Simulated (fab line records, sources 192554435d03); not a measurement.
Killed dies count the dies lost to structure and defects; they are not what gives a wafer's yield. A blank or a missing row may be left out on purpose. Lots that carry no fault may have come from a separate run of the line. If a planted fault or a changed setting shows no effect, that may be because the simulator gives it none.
Split-lot experiment / flow n5 finfet / 21 wafers read from 7 lots, route of 1938 steps

== SPLIT DETAILS ==
At N5_SD_EPI_N_EPI_21 (deposits Si:P, time 690 s), the setting temp c was moved away from the recipe's 680 C on 9 of the 21 wafers read, by -0.7% to +0.6%. This setting was run at the recipe's value on the other wafers.

== FROM THE SPLIT TO THE READING: what the file shows between them, 15 steps ==
- N5_SD_EPI_N_EPI_MEAS_23
- N5_SD_EPI_P_COAT_03: resist thk 150 nm (also split here: spin rpm)
- N5_SD_EPI_P_EBR_05
- N5_SD_EPI_P_SOFTBAKE_04: time 60 s
- N5_SD_EPI_P_EXPOSE_06: exposes mask SD P BLK, target cd 240 nm
- N5_SD_EPI_P_PEB_07: peb time 60 s
- N5_SD_EPI_P_DEVELOP_08: develop time 30 s
- N5_SD_EPI_P_EPI_21: deposits SiGe:B, time 355 s
- N5_SD_EPI_P_HM_STRIP_48: strips SiNx in H3PO4, material SiNx, target depth 3 nm
- N5_SD_EPI_P_SRD_49: time 30 s
- N5_SD_EPI_P_PRECLEAN_24: cleans in O3/DIW, time 45 s
- N5_SD_EPI_P_PRECLEAN_32: cleans in dHF, time 10 s
- N5_SD_EPI_P_PRECLEAN_33: cleans in SC2, time 45 s
- N5_SD_ACTIVATION_RTA_00: time 0 s
- N5_SD_ACTIVATION_LSA_01: time 0.0008 s

== THE READING ==
RS_SD_N in ohm/sq, measured at N5_SD_ACTIVATION_RS_MEAS_03 by four-point-probe. A value of 21.76 ohm/sq with a standard deviation of 0.28 ohm/sq is what fault-free wafers of this fab line usually give.

wafer=L078.1; tool, chamber at the split=epi rpcvd-04, 0; temp c as run, C=680; against the recipe=recipe; RS_SD_N, ohm/sq=21.41; against lot-mates on the recipe=-
wafer=L078.2; tool, chamber at the split=epi rpcvd-04, 0; temp c as run, C=680; against the recipe=recipe; RS_SD_N, ohm/sq=21.72; against lot-mates on the recipe=-
wafer=L078.6; tool, chamber at the split=epi rpcvd-04, 0; temp c as run, C=683.8; against the recipe=+0.6%; RS_SD_N, ohm/sq=20.21; against lot-mates on the recipe=-1.35
wafer=L079.3; tool, chamber at the split=epi rpcvd-03, 0; temp c as run, C=680; against the recipe=recipe; RS_SD_N, ohm/sq=22.12; against lot-mates on the recipe=-
wafer=L079.4; tool, chamber at the split=epi rpcvd-03, 0; temp c as run, C=680; against the recipe=recipe; RS_SD_N, ohm/sq=21.90; against lot-mates on the recipe=-
wafer=L079.5; tool, chamber at the split=epi rpcvd-03, 0; temp c as run, C=677.8; against the recipe=-0.3%; RS_SD_N, ohm/sq=23.02; against lot-mates on the recipe=+1.01
wafer=L087.3; tool, chamber at the split=epi rpcvd-03, 0; temp c as run, C=680; against the recipe=recipe; RS_SD_N, ohm/sq=21.73; against lot-mates on the recipe=-
wafer=L087.4; tool, chamber at the split=epi rpcvd-03, 0; temp c as run, C=680; against the recipe=recipe; RS_SD_N, ohm/sq=21.75; against lot-mates on the recipe=-
wafer=L087.6; tool, chamber at the split=epi rpcvd-03, 0; temp c as run, C=680; against the recipe=recipe; RS_SD_N, ohm/sq=21.52; against lot-mates on the recipe=-
wafer=L088.4; tool, chamber at the split=epi rpcvd-02, 0; temp c as run, C=681.5; against the recipe=+0.2%; RS_SD_N, ohm/sq=21.29; against lot-mates on the recipe=-0.39
wafer=L088.5; tool, chamber at the split=epi rpcvd-02, 0; temp c as run, C=681.5; against the recipe=+0.2%; RS_SD_N, ohm/sq=21.13; against lot-mates on the recipe=-0.55
wafer=L088.6; tool, chamber at the split=epi rpcvd-02, 0; temp c as run, C=680; against the recipe=recipe; RS_SD_N, ohm/sq=21.68; against lot-mates on the recipe=-
wafer=L091.1; tool, chamber at the split=epi rpcvd-03, 0; temp c as run, C=680; against the recipe=recipe; RS_SD_N, ohm/sq=22.01; against lot-mates on the recipe=-
wafer=L091.3; tool, chamber at the split=epi rpcvd-03, 0; temp c as run, C=675.2; against the recipe=-0.7%; RS_SD_N, ohm/sq=23.81; against lot-mates on the recipe=+1.79
wafer=L091.4; tool, chamber at the split=epi rpcvd-03, 0; temp c as run, C=680; against the recipe=recipe; RS_SD_N, ohm/sq=22.02; against lot-mates on the recipe=-
wafer=L093.1; tool, chamber at the split=epi rpcvd-03, 0; temp c as run, C=683.6; against the recipe=+0.5%; RS_SD_N, ohm/sq=20.37; against lot-mates on the recipe=-1.22
wafer=L093.3; tool, chamber at the split=epi rpcvd-03, 0; temp c as run, C=683.6; against the recipe=+0.5%; RS_SD_N, ohm/sq=20.56; against lot-mates on the recipe=-1.03
wafer=L093.4; tool, chamber at the split=epi rpcvd-03, 0; temp c as run, C=680; against the recipe=recipe; RS_SD_N, ohm/sq=21.59; against lot-mates on the recipe=-
wafer=L097.2; tool, chamber at the split=epi rpcvd-02, 0; temp c as run, C=684.4; against the recipe=+0.6%; RS_SD_N, ohm/sq=20.14; against lot-mates on the recipe=-1.41
wafer=L097.4; tool, chamber at the split=epi rpcvd-02, 0; temp c as run, C=684.4; against the recipe=+0.6%; RS_SD_N, ohm/sq=20.18; against lot-mates on the recipe=-1.37
wafer=L097.5; tool, chamber at the split=epi rpcvd-02, 0; temp c as run, C=680; against the recipe=recipe; RS_SD_N, ohm/sq=21.55; against lot-mates on the recipe=-

THE FIT
A straight line over all 21 wafers: RS_SD_N changes by -2.7 ohm/sq for each +1% of temp c; r = -0.98; the points scatter about the line by 0.2 ohm/sq.
The same after taking each lot's own level away (the mean of its wafers on the recipe; 21 wafers): -2.34 ohm/sq for each +1%; r = -0.99; scatter 0.11 ohm/sq.
The reading moves by 1.7 ohm/sq for the largest change in temp c, on that fit.
The lots' own levels span 21.550 to 22.015 ohm/sq, that is 1.7 times the standard deviation above.
So the slope is not independent of the lot-to-lot level: the two fits are not the same.
Check: +1.65 ohm/sq against its lot-mates is what the line predicts for one of the wafers moved furthest among these (-0.7%) when that wafer is left out of the fit. It came out at +1.79 ohm/sq against them.

== OTHER SPLITS ON THESE WAFERS ==
Before the reading, these wafers also passed through other splits. Each is held against what the fit with the lots' levels taken away leaves over:
other split on the same wafers=N5_SD_EPI_N_DESCUM_14 time s; wafers away from the commonest value=6; r with RS_SD_N (lot level and that fit taken away)=-0.29
other split on the same wafers=N5_SD_EPI_P_COAT_03 spin rpm; wafers away from the commonest value=6; r with RS_SD_N (lot level and that fit taken away)=+0.12

== THE WHOLE CHAIN: every reading that the file lists as answering this split, in the file's order ==
step=N5_SD_EPI_N_EPI_21; what it does=deposits Si:P, time 690 s; reading=Si-P_of_SD_EPI_N_EPI_21.thk nm (the simulator's own value, which no gauge read); change (the file's fit)=+7.35 nm for each +1% of the setting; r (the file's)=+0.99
step=N5_SD_EPI_N_EPI_MEAS_23; what it does=; reading=thk nm; change (the file's fit)=withheld for each +1% of the setting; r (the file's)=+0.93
step=N5_SD_EPI_P_HM_STRIP_48; what it does=strips SiNx in H3PO4, material SiNx, target depth 3 nm; reading=Si-P_of_SD_EPI_N_EPI_21.thk nm (the simulator's own value, which no gauge read); change (the file's fit)=+7.14 nm for each +1% of the setting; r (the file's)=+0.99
step=N5_SD_EPI_P_PRECLEAN_24; what it does=cleans in O3/DIW, time 45 s; reading=Si-P_of_SD_EPI_N_EPI_21.thk nm (the simulator's own value, which no gauge read); change (the file's fit)=+7.2 nm for each +1% of the setting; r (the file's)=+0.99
step=N5_SD_ACTIVATION_RS_MEAS_03; what it does=measures by four-point-probe; reading=RS_SD_N; change (the file's fit)=-2.37 for each +1% of the setting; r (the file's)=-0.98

== THE FILE'S OWN FIT ==
RS_SD_N changes by -2.37 ohm/sq for each +1% of temp c, r = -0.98.
